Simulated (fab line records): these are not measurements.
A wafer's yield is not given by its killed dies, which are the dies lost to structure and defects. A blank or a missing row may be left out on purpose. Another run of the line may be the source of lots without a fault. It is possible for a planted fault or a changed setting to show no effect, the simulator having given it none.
Which tool did it? + flow nand harc + 7 lots, 21 wafers sampled, at 1 step of a route of 1159

== WHAT EACH GAUGE READ, for each wafer ==
NHARC_A_SLIT_CD_MEAS_09 targets a cd of 300 nm.
| lot  | measured     | on        | cd nm (nm)        |
|------|--------------|-----------|-------------------|
| L786 | day 14 18:14 | cd sem-02 | 301.3 299.5 300.5 |
| L788 | day 15 08:35 | cd sem-02 | 300.0 301.0 299.3 |
| L791 | day 16 04:32 | cd sem-01 | 300.5 299.8 300.9 |
| L793 | day 16 19:44 | cd sem-02 | 299.7 299.2 299.7 |
| L796 | day 17 17:49 | cd sem-02 | 299.4 299.0 300.8 |
| L803 | day 19 09:02 | cd sem-02 | 299.6 300.0 300.2 |
| L806 | day 20 06:48 | cd sem-03 | 300.2 300.9 299.8 |

== WHAT TOOL EACH LOT RAN ON (gives the tool, then ch and the chambers of the sampled wafers, and finally the start) ==
Before these readings, the record contains no process step.

== THE ANSWER, worked out from the rows above alone ==
Rule: what is usual is taken from the lots themselves. The widest of any qualifying gaps counts: lots, ordered by their means at a reading, are off when they make up no more than a third of the lots, leave a main group of 4 or more, and stand apart from it by 3 or more times the standard deviation of that group's means. Not used: any main group whose means are identical at the precision the tables above print for the reading. A lot without any number at a reading at which 4 lots or more have one is off too. All remaining lots with rows at the step are treated as sound.
Across all readings shown, no lot is off: no conclusion can be drawn from this.

== WHAT HAD BEEN PUT IN BY THE SIMULATOR ==
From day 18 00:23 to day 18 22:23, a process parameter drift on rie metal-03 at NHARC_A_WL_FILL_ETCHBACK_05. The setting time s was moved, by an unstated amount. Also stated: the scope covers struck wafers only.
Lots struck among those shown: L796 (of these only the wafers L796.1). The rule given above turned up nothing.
